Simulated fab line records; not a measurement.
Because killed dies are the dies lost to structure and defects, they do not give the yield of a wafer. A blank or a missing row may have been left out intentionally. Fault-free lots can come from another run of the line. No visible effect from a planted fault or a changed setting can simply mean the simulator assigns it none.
fab line records	flow nand-harc
record: lots: 15	wafers: 45	last-day: 24
route steps=1159 shown P_ZERO_WELL@12 P_GATE@144 P_M0@272
lots that met no fault: from a run of the same line without faults
start-h: hours from the record's first day to the start of the lot's first wafer shown	wait-h: how many hours have passed since the lot's step before this one	" identical to the entry in the row above	L1.1+2: one row covering several wafers at once	- either no value or no given start	* or withheld: withheld	< > ~ a bound
route shown NAME@n: NAME is a module with steps in the file, n the number in the route of the first one	usual: mean/standard deviation taken from wafers without a fault	same: alike in all rows	chamber/n: place in a boat	sites: the reading at each site	_std_site: standard deviation of those values	_edge_site: outer sites' mean less inner sites'	radius-mm: how far each site lies from the wafer's centre	mask NAME#n: copy n	behind: the tool/chamber that last shaped the wafer	hold: why the lot was held/for how many hours/how that ended	device: the transistor (n, p or np) that didn't switch	end of line: tests of these same wafers at the route's end	a step given without rows: its recipe and nothing more	killed: the dies lost at the first sort to structure and to defects; this is not the yield of the wafer	map: shows each die of a wafer: x if killed, . if not, _ if none is there
set.NAME: the run value of the setting; set.NAME@STEP: its run value at that earlier step	model.NAME: the simulator's own value behind a step, which no gauge read
steps of the route over a sample of lots; a table a step, a row a wafer
services: a tool's chamber out of use, with start hour (start-h, from the record's first day; less than 0 if before it), hours out, and reason
== steps ==
step: NHARC_P_ZERO_WELL_PEB_09
recipe: peb-temp-c: 128	peb-time-s: 80
usual: chill-plate-temp-C: 22.98/0.11	exhaust-pa: 44.8/1.1	heater-power-total-W: 189.8/0.79	plate-temp-C: 128.00/0.13
lot.wafer	tool	chamber	start-h	wait-h	chill-plate-temp-C	exhaust-pa	heater-power-total-W	plate-temp-C
L350.1	litho-track-05	0	13.06	0.1	23.13	46.0	190.7	128.09
L350.2	"	0	"	"	22.81	45.4	189.7	128.16
L350.4	"	0	"	"	22.81	46.4	188.9	128.07
L352.1	litho-track-05	0	25.03	0.1	22.98	44.3	190.8	127.91
L352.4	"	0	"	"	22.97	43.6	190.8	127.90
L352.6	"	0	"	"	22.86	43.4	190.5	127.71
L353.4	litho-track-02	0	31.04	0.0	22.82	44.1	190.8	128.29
L353.5	"	0	"	"	23.02	45.1	190.7	128.14
L353.6	"	0	"	"	22.99	45.1	188.9	128.06
L354.2	litho-track-02	0	37.16	0.1	23.10	45.0	189.4	128.18
L354.4	"	0	"	"	23.21	44.3	189.5	127.85
L354.6	"	0	"	"	23.23	45.5	189.2	127.90
L355.3	litho-track-02	0	43.15	0.1	23.06	44.6	189.8	128.18
L355.4	"	0	"	"	23.05	45.5	188.6	128.15
L355.5	"	0	"	"	22.93	44.1	189.5	128.18
L358.1	litho-track-05	0	61.15	0.1	22.95	47.4	190.0	128.09
L358.5	"	0	"	"	22.94	46.7	188.8	128.09
L358.6	"	0	"	"	23.05	46.8	188.6	128.11
L359.3	litho-track-03	0	67.16	0.1	23.18	46.1	190.7	128.04
L359.4	"	0	"	"	23.07	47.1	189.2	128.14
L359.5	"	0	"	"	23.11	45.9	188.6	128.00
L361.2	litho-track-02	0	79.15	0.1	23.17	44.8	190.8	128.05
L361.4	"	0	"	"	23.10	43.5	190.3	128.22
L361.6	"	0	"	"	23.27	45.1	189.0	128.00
L366.1	litho-track-05	-	109.16	0.1	-	-	-	-
L366.2	"	-	"	"	-	-	-	-
L366.5	"	-	"	"	-	-	-	-
L367.3	litho-track-03	-	115.16	0.1	-	-	-	-
L367.4	"	-	"	"	-	-	-	-
L367.5	"	-	"	"	-	-	-	-
L368.3	litho-track-02	-	121.11	0.1	-	-	-	-
L368.4	"	-	"	"	-	-	-	-
L368.6	"	-	"	"	-	-	-	-
L370.2	litho-track-03	0	133.16	0.1	23.08	45.2	190.0	127.89
L370.3	"	0	"	"	23.04	46.1	189.1	127.89
L370.4	"	0	"	"	23.19	45.3	189.4	127.78
L371.3	litho-track-03	0	139.04	0.1	22.87	44.5	189.2	127.91
L371.4	"	0	"	"	22.87	45.0	189.3	127.98
L371.6	"	0	"	"	22.85	43.4	189.2	127.79
L372.3	litho-track-05	0	145.16	0.1	22.94	44.6	190.8	127.82
L372.4	"	0	"	"	22.84	44.5	190.4	128.01
L372.5	"	0	"	"	22.98	45.6	188.6	127.92
L373.3	litho-track-02	0	151.16	0.1	22.95	44.0	189.6	127.85
L373.5	"	0	"	"	22.88	44.7	188.9	128.12
L373.6	"	0	"	"	22.94	45.2	190.9	128.09
step: NHARC_P_GATE_DESCUM_31
recipe: time-s: 3	o2-flow-sccm: 200	ar-flow-sccm: 0	bias-power-w: 0	chemistry: O2
usual: drypump-motor-current-A: 5.6/0.43	o2-flow-sccm: 199.9/0.56	oes-product-au: 1.003/0.0076	rf-vpp-V: 57.9/0.87	showerhead-plenum-p-Torr: 1.94/0.079	throttle-valve-pct: 11.313/0.0086
lot.wafer	tool	chamber	start-h	wait-h	drypump-motor-current-A	o2-flow-sccm	oes-product-au	rf-hours-counter-h	rf-vpp-V	showerhead-plenum-p-Torr	throttle-valve-pct
L350.1	rie-diel-06	1	89.60	0.1	6.0	200.0	0.987	8	59.6	1.88	11.310
L350.4	"	2	"	"	5.0	199.6	1.017	9	58.1	1.98	11.300
L350.2	"	3	"	"	6.1	200.0	1.001	9	58.5	1.96	11.311
L354.4	rie-diel-06	1	107.65	0.1	6.1	200.6	0.993	14	58.0	1.88	11.325
L354.2	"	3	"	"	6.1	199.5	1.002	16	58.1	1.96	11.309
L354.6	"	2	"	"	5.0	199.4	1.012	-	58.1	1.98	11.300
L353.4	rie-diel-06	1	107.89	0.1	6.0	200.0	0.999	14	57.3	1.87	11.312
L353.5	"	0	"	"	5.6	199.2	1.003	-	57.2	1.80	11.327
L353.6	"	1	"	"	6.0	200.0	0.999	-	56.6	1.87	11.317
L352.1	rie-diel-11	1	108.31	0.1	5.7	199.7	1.003	17	58.8	2.00	11.322
L352.4	"	3	"	"	5.6	200.1	0.998	19	58.2	2.05	11.298
L352.6	"	1	"	"	5.7	200.6	1.013	-	58.9	2.00	11.321
L355.4	rie-diel-11	3	120.02	0.1	5.6	199.1	0.992	21	58.1	2.05	11.312
L355.3	"	0	"	"	5.1	199.5	1.006	16	57.1	1.81	11.315
L355.5	"	1	"	"	5.7	200.2	1.000	-	57.5	2.00	11.308
L358.1	rie-diel-11	0	137.91	0.1	5.1	200.3	1.016	19	57.7	1.81	11.313
L358.6	"	1	"	"	5.7	199.7	1.004	-	58.8	2.00	11.321
L358.5	"	2	"	"	5.4	200.0	1.013	-	58.4	2.00	11.318
L359.3	rie-diel-09	3	138.09	0.1	6.3	200.1	0.999	16	57.5	1.96	11.332
L359.4	"	2	"	"	6.2	199.9	1.000	17	58.1	1.97	11.301
L359.5	"	3	"	"	6.3	199.5	0.997	-	59.5	1.96	11.307
L361.4	rie-diel-09	3	148.73	0.1	6.4	200.3	0.994	21	58.1	1.96	11.321
L361.2	"	1	"	"	5.7	199.5	1.000	23	58.5	1.96	11.315
L361.6	"	0	"	"	4.8	199.2	1.000	-	58.3	1.92	11.314
L370.3	rie-diel-11	2	212.52	0.1	5.4	199.8	0.997	3	58.5	2.00	11.314
L370.2	"	3	"	"	5.6	199.9	1.004	2	60.5	2.05	11.323
L370.4	"	0	"	"	5.1	199.2	0.994	2	56.6	1.81	11.313
L371.3	rie-diel-06	1	212.73	0.1	6.0	201.0	0.994	53	57.3	1.86	11.303
L371.4	"	3	"	"	6.1	200.5	1.004	45	56.6	1.95	11.301
L371.6	"	1	"	"	6.0	199.0	0.992	-	56.8	1.86	11.310
L372.3	rie-diel-11	3	219.84	0.1	5.6	199.9	1.013	3	58.4	2.05	11.311
L372.4	"	1	"	"	5.7	199.5	1.012	3	57.6	2.00	11.306
L372.5	"	3	"	"	5.6	199.8	1.009	-	59.1	2.05	11.323
L373.3	rie-diel-09	2	227.86	0.1	6.2	201.2	1.011	48	56.7	1.96	11.319
L373.6	"	0	"	"	4.8	199.8	1.017	-	58.5	1.91	11.299
L373.5	"	1	"	"	5.7	200.2	0.999	-	57.2	1.95	11.305
step: NHARC_P_M0_DEGAS_28
recipe: temp-c: 250	time-s: 60
usual: heater-power-w: 332/30
lot.wafer	tool	chamber	start-h	wait-h	heater-power-w
L350.4	pvd-sputter-02	-	121.15	-	376
L350.2	"	-	"	"	290
L350.1	"	-	"	"	362
L353.4	pvd-sputter-01	-	133.64	-	329
L353.5	"	-	"	"	326
L353.6	"	-	"	"	312
L354.2	pvd-sputter-01	-	138.73	-	364
L354.4	"	-	"	"	323
L354.6	"	-	"	"	381
L352.1	pvd-sputter-02	-	142.41	-	296
L352.4	"	-	"	"	360
L352.6	"	-	"	"	295
L355.4	pvd-sputter-02	-	146.13	-	364
L355.3	"	-	"	"	293
L355.5	"	-	"	"	291
L358.1	pvd-sputter-02	-	164.10	-	293
L358.5	"	-	"	"	374
L358.6	"	-	"	"	301
L359.3	pvd-sputter-03	-	164.63	-	344
L359.4	"	-	"	"	337
L359.5	"	-	"	"	311
L361.4	pvd-sputter-02	-	177.89	-	292
L361.2	"	-	"	"	362
L361.6	"	-	"	"	288
L370.2	pvd-sputter-02	-	237.83	-	361
L370.4	"	-	"	"	386
L370.3	"	-	"	"	285
L371.4	pvd-sputter-01	-	240.35	-	286
L371.3	"	-	"	"	345
L371.6	"	-	"	"	289
L372.4	pvd-sputter-01	-	248.37	-	278
L372.3	"	-	"	"	334
L372.5	"	-	"	"	287
L373.3	pvd-sputter-03	-	256.43	-	316
L373.6	"	-	"	"	351
L373.5	"	-	"	"	313
step: NHARC_P_M0_DEP_32
recipe: target-thk-a: 300	temp-c: 370	target-thk-nm: 30	pressure-torr: 3	flow-sccm: 200	rf-w: 450	material: SiCN
usual: heater-power-outer-w: 334/61	heater-power-w: 592/87
lot.wafer	tool	chamber	start-h	wait-h	heater-power-outer-w	heater-power-w	since-wet-clean-h
L350.2	pecvd-02	1	122.86	0.1	363	536	138
L350.1	"	0	"	"	292	529	138
L350.4	"	2	"	"	250	484	-
L353.5	pecvd-02	0	135.77	0.2	313	543	-
L353.4	"	1	"	"	346	512	-
L353.6	"	2	"	"	304	570	-
L354.2	pecvd-03	0	140.52	0.1	365	660	17
L354.6	"	1	"	"	379	702	-
L354.4	"	2	"	"	454	758	-
L352.1	pecvd-03	2	144.15	0.1	414	704	20
L352.4	"	1	"	"	327	625	-
L352.6	"	0	"	"	303	553	-
L355.3	pecvd-02	1	147.94	0.1	347	522	163
L355.4	"	2	"	"	299	539	-
L355.5	"	1	"	"	344	503	-
L358.1	pecvd-03	2	165.83	0.1	387	672	42
L358.5	"	1	"	"	390	727	-
L358.6	"	0	"	"	332	602	-
L359.3	pecvd-02	2	166.33	0.1	262	488	0
L359.5	"	2	"	"	259	492	-
L359.4	"	1	"	"	401	598	-
L361.2	pecvd-03	0	179.67	0.1	366	657	56
L361.6	"	1	"	"	370	698	-
L361.4	"	0	"	"	360	647	-
L370.2	pecvd-02	2	239.54	0.1	233	452	73
L370.3	"	1	"	"	381	572	74
L370.4	"	1	"	"	381	570	-
L371.3	pecvd-03	1	242.07	0.1	367	688	118
L371.4	"	1	"	"	360	691	-
L371.6	"	0	"	"	319	598	-
L372.3	pecvd-04	2	250.10	0.1	327	566	42
L372.5	"	1	"	"	304	586	-
L372.4	"	0	"	"	223	490	-
L373.3	pecvd-02	0	258.26	0.1	291	530	92
L373.5	"	0	"	"	293	515	-
L373.6	"	1	"	"	364	528	-
== services ==
tool	chamber	start-h	hours	kind
litho-track-02	-	-10.00	7.0	pm
rie-diel-11	-	12.50	9.0	pm
pvd-sputter-02	-	36.03	10.0	pm
litho-track-03	-	38.01	7.0	pm
rie-diel-11	1	39.34	4.9	repair
rie-diel-11	0	49.92	21.8	repair
pvd-sputter-02	-	59.91	7.2	repair
litho-track-05	-	62.00	7.0	pm
rie-diel-06	-	64.20	9.0	pm
pvd-sputter-02	-	82.85	0.9	repair
rie-diel-06	0	101.13	2.3	repair
pecvd-03	-	111.02	13.0	pm
pecvd-02	-	153.15	13.0	pm
pvd-sputter-01	-	158.02	10.0	pm
litho-track-02	-	165.00	7.0	pm
rie-diel-06	3	166.94	16.7	repair
rie-diel-11	-	189.50	9.0	pm
pvd-sputter-02	-	193.95	2.5	repair
pecvd-03	0	199.42	6.3	repair
rie-diel-11	-	210.24	0.9	repair
litho-track-03	-	213.01	7.0	pm
pvd-sputter-02	-	214.03	10.0	pm
litho-track-05	-	237.00	7.0	pm
rie-diel-06	-	242.47	9.0	pm
== key ==
first-sign: step: NHARC_P_ZERO_WELL_PEB_09	reading: tool-record	direction: missing
effect none on later readings
met-at NHARC_P_ZERO_WELL_PEB_09
struck-lots L366,L367,L368
later-rows-left-out L366.1,L366.2,L366.5,L367.3,L367.4,L367.5,L368.3,L368.4,L368.6
sort-left-out L366.1,L366.2,L366.5,L367.3,L367.4,L367.5,L368.3,L368.4,L368.6
tester-left-out L366,L367,L368
not-acting-at NHARC_P_GATE_DESCUM_31,NHARC_P_M0_DEGAS_28,NHARC_P_M0_DEP_32
onset-between 79.15 109.16
fault: kind: skipped-step-whole	tool: litho-track-02,litho-track-03,litho-track-05	chamber: -	onset-h: 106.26	steps: NHARC_P_ZERO_WELL_PEB_09	scope: struck-lots-only
tester-left-out: of these lots the tester's yield and bins aren't shown, on N5 and GAA mostly nor the transistor test; their killed dies are dies lost to structure and defects alone, not to doping, threshold or leakage, so they don't give the yield
sort-left-out: the simulated sort isn't trusted on such a fault, so these wafers' sort isn't shown, and their yield isn't known
later-rows-left-out: the simulator's readings of these wafers behind a module that went badly wrong aren't trusted and aren't shown, but for the sort
